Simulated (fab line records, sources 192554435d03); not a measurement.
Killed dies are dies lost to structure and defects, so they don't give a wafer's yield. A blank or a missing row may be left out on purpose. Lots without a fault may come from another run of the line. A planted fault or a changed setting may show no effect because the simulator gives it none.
Chamber matching | flow n5_finfet | N5_SPACER0_ALD_00 on ald_sin-04: 4 sister chambers
The step deposits SiOCN, target thk 3.5 nm, pulse time 3 s, purge time 2 s. 7 wafers are shown with their chamber, then 7 later ones without.

WAFERS WITH THEIR CHAMBER
wafer  | chamber | heater_power_w (W) | precursor_pulse_height_rel
L083.4 | 3       | 854                | 1.012
L083.5 | 1       | 775                | 0.992
L086.1 | 0       | 946                | 1.001
L086.3 | 1       | 770                | 1.011
L086.5 | 2       | 895                | 1.005
L087.1 | 0       | 969                | 0.999
L087.3 | 2       | 859                | 0.984

WAFERS WITHOUT THEIR CHAMBER
wafer  | heater_power_w (W) | precursor_pulse_height_rel
L087.6 | 936                | 0.976
L095.1 | 895                | 1.004
L095.4 | 953                | 1.003
L095.5 | 774                | 1.021
L097.2 | 890                | 0.996
L097.3 | 929                | 1.019
L097.5 | 852                | 1.048

WHICH CHAMBER EACH WENT THROUGH
wafer  | from the rows above     | in truth
L087.6 | can't be placed: 0 or 2 | 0
L095.1 | can't be placed: 2 or 3 | 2
L095.4 | 0                       | 0
L095.5 | 1                       | 1
L097.2 | can't be placed: 2 or 3 | 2
L097.3 | can't be placed: 0 or 2 | 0
L097.5 | can't be placed: 3 or 2 | 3
Placed correctly: 2 of 7. Can't be placed from these rows: 5 (the true chamber is among the candidates in 5). Placed wrongly: 0.
How it was worked out, from the rows above alone: a wafer's distance from a chamber is the root of the sum, over the readings, of the square of ((its reading less the chamber's mean) divided by the reading's scatter). The wafer belongs to the nearest chamber; if the next one is less than 2 further off, it can't be placed. A chamber's mean is the mean of its shown wafers. The scatter: the root of (the sum of the squares of (reading less its chamber's mean) over the shown wafers, divided by (wafers less chambers)).
